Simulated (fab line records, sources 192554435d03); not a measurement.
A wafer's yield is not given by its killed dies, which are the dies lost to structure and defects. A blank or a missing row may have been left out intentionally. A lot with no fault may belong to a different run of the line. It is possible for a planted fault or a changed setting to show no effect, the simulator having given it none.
A single fault, viewed from 3 desks ; flow n5-finfet ; each desk has only its own numbers; what lay behind them comes last

== THE TOOL OWNER'S DESK: rie-diel-04 ==
The tool's own readings at N5_BEOL_M10_ETCH_62 (etches SOC in N2/H2, target depth 110 nm, overetch 22 nm, time 165 s): means of the sampled wafers that have a number, for each lot that ran on this tool. A lot is out of limits, marked OUT, if its mean lies more than 4 standard deviations from the usual mean; the brackets give that distance.
Columns: A = drypump-motor-current-A at N5_BEOL_M10_ETCH_62, usual 5.9 A; B = oes-product-au at N5_BEOL_M10_ETCH_62, usual 0.67 a.u.; C = rf-vpp-V at N5_BEOL_M10_ETCH_62, usual 523.8 V; D = showerhead-plenum-p-Torr at N5_BEOL_M10_ETCH_62, usual 2.54 Torr; E = temp-c at N5_BEOL_M10_ETCH_62, usual 40.00 C; F = throttle-valve-pct at N5_BEOL_M10_ETCH_62, usual 17.89 %
lot;first seen here;A;B;C;D;E;F
L846;day 13 12:16;5.7;0.68;524.3;2.56;40.12;17.87
L852;day 15 19:18;6.0;0.67;523.5;2.52;39.98;17.82
L858;day 17 06:46;5.8;0.70;523.5;2.57;40.04;17.80
Result from this desk: across the 3 lots, nothing is out of limits.

== THE DEFECT DESK ==
What the inspections along the route counted, lot by lot: means of the sampled wafers that have a number. A lot is out of limits, marked OUT, if its mean lies more than 4 standard deviations from the usual mean; the brackets give that distance.
Columns: A = raw-defect-count at N5_BEOL_M10_INSPECT_13, usual 413
lot;first seen here;A
L844;day 12 12:28;535
L846;day 13 12:09;401
L847;day 15 15:10;378
L852;day 15 19:08;294
L858;day 17 06:38;373
L861;day 17 15:39;468
Result from this desk: across the 6 lots, nothing is out of limits.

== AT THE METROLOGY DESK ==
What the gauges read for every lot (on any tool): the sampled wafers with a number, averaged. A lot is out of limits, marked OUT, if its mean lies more than 4 standard deviations from the usual mean; the brackets give that distance.
Columns: A = cd-nm at N5_BEOL_M10_CD_MEAS_11, usual 64.2 nm; B = M10_OVL at N5_BEOL_M10_OVL_MEAS_12, usual 0.0 nm; C = cd-nm at N5_BEOL_M10_CD_MEAS_18, usual 70.1 nm
lot;first seen here;A;B;C
L844;day 12 12:25;64.0;-0.7;69.2
L846;day 13 12:06;64.6;-0.6;70.0
L847;day 15 15:07;64.1;-0.4;70.1
L852;day 15 19:05;64.1;0.0;71.0
L858;day 17 06:35;64.4;-0.1;71.2
L861;day 17 15:36;64.5;-0.3;70.1
Result from this desk: across the 6 lots, nothing is out of limits.

== TAKEN TOGETHER ==
Nothing out of limits was seen by the tool owner's desk.
The defect desk saw nothing out of limits.
The metrology desk saw nothing out of limits.

== WHAT THE SIMULATOR HAD PUT IN ==
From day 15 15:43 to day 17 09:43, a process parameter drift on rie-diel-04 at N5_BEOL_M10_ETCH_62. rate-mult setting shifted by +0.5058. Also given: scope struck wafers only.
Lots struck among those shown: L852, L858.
